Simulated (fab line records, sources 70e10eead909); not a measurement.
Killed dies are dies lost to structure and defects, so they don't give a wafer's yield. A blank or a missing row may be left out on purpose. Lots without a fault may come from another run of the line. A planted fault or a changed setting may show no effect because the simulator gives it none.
Problem report in the 8D (eight disciplines) form, filled by code | flow nand_harc | the parts of the form that need people (team, actions taken, sign-off) are left out

1. THE PROBLEM
cd_nm at NHARC_A_CONTACT_CD_MEAS_69 reads a mean of 295.0 nm on 6 wafers of 2 lots; wafers without a fault read 300.0 nm with a standard deviation of 0.45. That is -11 standard deviations from the usual mean.
The step: target cd 300 nm.
First seen on wafer L127.1, day 24 22:58, on cd_sem-02. The record holds 36 wafers of 12 lots with a number at this step. Rule for "out", or "out of limits": more than 4 standard deviations from the usual mean. The other wafers with a number count as sound.

2. WHAT IT IS AND WHAT IT IS NOT
question                    | is                     | is not
which readings at this step | cd_nm                  | -
which lots                  | L127, L128             | L118, L119, L121, L132, L133, L135, L136, L138, L140, L141
which wafers of those lots  | all that have a number | -
read on which gauges        | cd_sem-02, cd_sem-03   | cd_sem-01
when                        | from day 24 22:58      | up to then (9 sound wafers); but 21 sound wafers of L132, L133, L135, L136, L138, L140, L141 came after

3. SUSPECTS, AND WHAT RULES EACH OUT
Counting: a tool at a process step up to the reading stays a suspect if it ran every lot that is out and no sound lot after the first of them.
- the gauge at NHARC_A_CONTACT_CD_MEAS_69: ruled out. The wafers that are out were read on 2 gauges (cd_sem-02, cd_sem-03).
- arfi_scanner-03 at NHARC_A_CONTACT_EXPOSE_66 (exposes mask A CC 2): kept. It ran every lot that is out, first L127 (day 24 22:50), and no sound lot after that; its last sound lot up to then is L121 (day 21 16:17). Its own readings are out on those wafers: exposure_dose_mJ_cm2.
Left after counting: arfi_scanner-03 at NHARC_A_CONTACT_EXPOSE_66.

4. THE CAUSE (what the simulator had put in)
Process parameter drift: arfi_scanner-03, from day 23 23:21 on, at NHARC_A_CONTACT_EXPOSE_66. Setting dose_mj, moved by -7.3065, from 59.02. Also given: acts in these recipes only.
Counting left only this tool.

5. THE CHAIN OF EFFECTS, in route order
Each row: a reading whose mean over the struck wafers that have a number lies more than 3 standard deviations from the usual. Only readings for which the record gives a usual standard deviation are gone through. hours: the time from each lot's start at the first step in this table that gives one to its start at this step, as a median over the lots. sigmas: the change in usual standard deviations.
hours | step                       | reading              | usual    | on struck wafers | change | sigmas
0     | NHARC_A_CONTACT_EXPOSE_66  | exposure_dose_mJ_cm2 | 59.6     | 53.0             | -6.6   | -20
0     | NHARC_A_CONTACT_CD_MEAS_69 | cd_nm                | 300.0 nm | 295.0            | -5.0   | -11
The process steps in it:
- NHARC_A_CONTACT_EXPOSE_66: exposes mask A CC 2.
Later measuring or inspecting steps at which every struck wafer that the step has a row for has a number for every such reading, and none has moved that far: NHARC_A_CONTACT_OVL_MEAS_70.

6. WHAT WOULD HAVE CAUGHT IT SOONER
In this record the first reading out of limits at a measuring or inspecting step was taken at day 24 22:58, 24 hours after the fault began at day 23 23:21.
The tool's own readings at NHARC_A_CONTACT_EXPOSE_66 were out on every struck wafer that the step has a row for (exposure_dose_mJ_cm2): an alarm limit on them would have fired on the first of those.
Of the lots that are out (2), L128 began NHARC_A_CONTACT_EXPOSE_66 on arfi_scanner-03 after day 24 22:58. A hold on the tool at that time would have spared it.
